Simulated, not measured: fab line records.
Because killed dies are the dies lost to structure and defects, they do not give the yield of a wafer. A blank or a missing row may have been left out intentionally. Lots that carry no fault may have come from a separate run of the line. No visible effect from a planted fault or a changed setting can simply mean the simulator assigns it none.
What tool caused it? ; flow n5 finfet ; 10 lots with 30 wafers sampled at 4 steps, on a route of 1938 steps

WHAT THE GAUGES SHOWED, per wafer
N5_BEOL_M9_CD_MEAS_28 targets a cd of 70 nm. Usual: cd nm at 70.02 nm, with a standard deviation of 0.24.
lot;measured;on;cd nm (nm);flag
L548;day 9 22:07;cd sem-01;69.69 70.01 69.70;
L550;day 10 07:55;cd sem-01;70.10 69.88 69.95;
L552;day 10 16:57;cd sem-01;70.25 70.18 70.57;
L551;day 10 15:20;cd sem-01;70.19 69.81 70.20;
L558;day 12 08:16;cd sem-03;70.59 70.53 70.30;
L559;day 12 16:27;cd sem-02;70.14 70.02 69.95;
L564;day 14 14:10;cd sem-03;69.92 74.04 69.97;OFF
L566;day 14 18:14;cd sem-02;70.26 70.28 70.34;
L567;day 15 07:44;cd sem-02;70.19 70.06 70.04;
L569;day 15 23:23;cd sem-02;69.88 69.88 69.93;

WHICH TOOL RAN EACH LOT (tool, then ch and the chambers of the sampled wafers, then the start)
lot;N5_BEOL_M9_ETCH_62;N5_BEOL_M9_STRIP_67;N5_BEOL_M9_EXPOSE_25
L548;rie diel-04 ch 0,2,3, day 9 21:26;rie diel-04 ch 0,2,3, day 9 21:35;euv scanner-01 ch 0, day 9 21:59
L550;rie diel-04 ch 2,3, day 10 06:56;rie diel-04 ch 2,3, day 10 07:05;euv scanner-02 ch 0, day 10 07:47
L552;rie diel-04 ch 0,1,3, day 10 12:48;rie diel-04 ch 0,1,3, day 10 12:57;euv scanner-01 ch 0, day 10 16:50
L551;rie diel-05 ch 1,2,3, day 10 13:16;rie diel-05 ch 1,2,3, day 10 13:25;euv scanner-01 ch 0, day 10 15:12
L558;rie diel-04 ch 1,2,3, day 12 06:54;rie diel-04 ch 1,2,3, day 12 07:03;euv scanner-02 ch 0, day 12 08:08
L559;rie diel-06 ch 1,3, day 12 15:14;rie diel-06 ch 1,3, day 12 15:23;euv scanner-02 ch 0, day 12 16:20
L564;rie diel-06 ch 0,3, day 14 11:45;rie diel-06 ch 0,3, day 14 11:53;euv scanner-02 ch 0, day 14 14:04
L566;rie diel-05 ch 0,1,3, day 14 15:44;rie diel-05 ch 0,1,3, day 14 15:53;euv scanner-01 ch 0, day 14 18:07
L567;rie diel-06 ch 0,1,3, day 15 06:29;rie diel-06 ch 0,1,3, day 15 06:38;euv scanner-01 ch 0, day 15 07:36
L569;rie diel-05 ch 1,3, day 15 20:13;rie diel-05 ch 1,3, day 15 20:22;euv scanner-01 ch 0, day 15 23:15
- N5_BEOL_M9_ETCH_62: etches SOC in N2/H2, target depth 110 nm, overetch 22 nm, time 165 s.
- N5_BEOL_M9_STRIP_67: strips in CF4.
- N5_BEOL_M9_EXPOSE_25: exposes mask V8.

WHAT THE TOOLS THEMSELVES READ (means of the sampled wafers that have a number; where no wafer has one, the mark that the record gives instead)
N5_BEOL_M9_ETCH_62. Usual: drypump motor current A 5.6 A, standard deviation 0.39; oes product au 0.66 a.u., standard deviation 0.071; rf vpp V 523.5 V, standard deviation 2.4; showerhead plenum p Torr 2.53 Torr, standard deviation 0.082; throttle valve pct 17.85 %, standard deviation 0.26.
lot;tool;drypump motor current A (A);oes product au (a.u.);rf vpp V (V);showerhead plenum p Torr (Torr);throttle valve pct (%);flag
L548;rie diel-04;5.8;0.71;522.9;2.50;17.95;
L550;rie diel-04;6.1;0.74;522.8;2.50;17.95;
L552;rie diel-04;5.5;0.63;523.8;2.55;17.99;
L551;rie diel-05;5.4;0.67;522.2;2.48;17.72;
L558;rie diel-04;5.9;0.73;523.2;2.54;17.85;
L559;rie diel-06;5.6;0.61;521.9;2.49;17.84;
L564;rie diel-06;5.4;0.66;525.5;2.62;17.58;
L566;rie diel-05;5.7;0.61;521.9;2.49;18.00;
L567;rie diel-06;5.6;0.65;523.3;2.54;17.70;
L569;rie diel-05;5.5;0.60;521.1;2.41;17.93;

N5_BEOL_M9_STRIP_67. Usual: drypump motor current A 5.6 A, standard deviation 0.39; oes product au 0.78 a.u., standard deviation 0.084; rf vpp V 271.0 V, standard deviation 1.4; showerhead plenum p Torr 1.79 Torr, standard deviation 0.053; throttle valve pct 13.66 %, standard deviation 0.26.
lot;tool;drypump motor current A (A);oes product au (a.u.);rf vpp V (V);showerhead plenum p Torr (Torr);throttle valve pct (%);flag
L548;rie diel-04;5.7;0.84;271.2;1.76;13.68;
L550;rie diel-04;6.0;0.87;270.6;1.76;13.67;
L552;rie diel-04;5.5;0.76;271.1;1.79;13.78;
L551;rie diel-05;5.4;0.79;270.8;1.76;13.56;
L558;rie diel-04;5.8;0.87;271.6;1.79;13.60;
L559;rie diel-06;5.6;0.72;270.2;1.76;13.76;
L564;rie diel-06;5.4;0.78;272.4;1.84;13.43;
L566;rie diel-05;5.7;0.72;269.3;1.76;13.82;
L567;rie diel-06;5.5;0.77;271.4;1.79;13.54;
L569;rie diel-05;5.6;0.71;269.4;1.71;13.74;

N5_BEOL_M9_EXPOSE_25. Usual: focus offset nm at 0.0 nm, with a standard deviation of 0.57.
lot;tool;focus offset nm (nm);flag
L548;euv scanner-01;0.6;
L550;euv scanner-02;-0.5;
L552;euv scanner-01;-0.6;
L551;euv scanner-01;0.4;
L558;euv scanner-02;-0.4;
L559;euv scanner-02;0.1;
L564;euv scanner-02;-0.3;
L566;euv scanner-01;0.3;
L567;euv scanner-01;0.4;
L569;euv scanner-01;-0.5;

THE ANSWER, worked out from the rows above alone
Rule: lot off if the mean of its wafers having a number is beyond 3 standard deviations from the usual mean. Also off: a lot with no number at a reading for which 4 or more lots have one. All remaining lots with rows at the step are treated as sound. Order of review: gauges by route order, followed by the tools' own readings, for which a lot's mean as printed above is used. The first step at which some lot is off is used, and at that step the reading that is off furthest; a lot without a number counts as furthest.
Off at N5_BEOL_M9_CD_MEAS_28 (cd nm): L564.
A tool fits if, at a process step before that reading, it ran every lot that is off, and no sound lot after the first of them. The gauges at N5_BEOL_M9_CD_MEAS_28 are tried like those tools. This does not decide it: 2 tools fit, namely euv scanner-02 at N5_BEOL_M9_EXPOSE_25 and cd sem-03 at N5_BEOL_M9_CD_MEAS_28.

WHAT THE SIMULATOR HAD INSERTED
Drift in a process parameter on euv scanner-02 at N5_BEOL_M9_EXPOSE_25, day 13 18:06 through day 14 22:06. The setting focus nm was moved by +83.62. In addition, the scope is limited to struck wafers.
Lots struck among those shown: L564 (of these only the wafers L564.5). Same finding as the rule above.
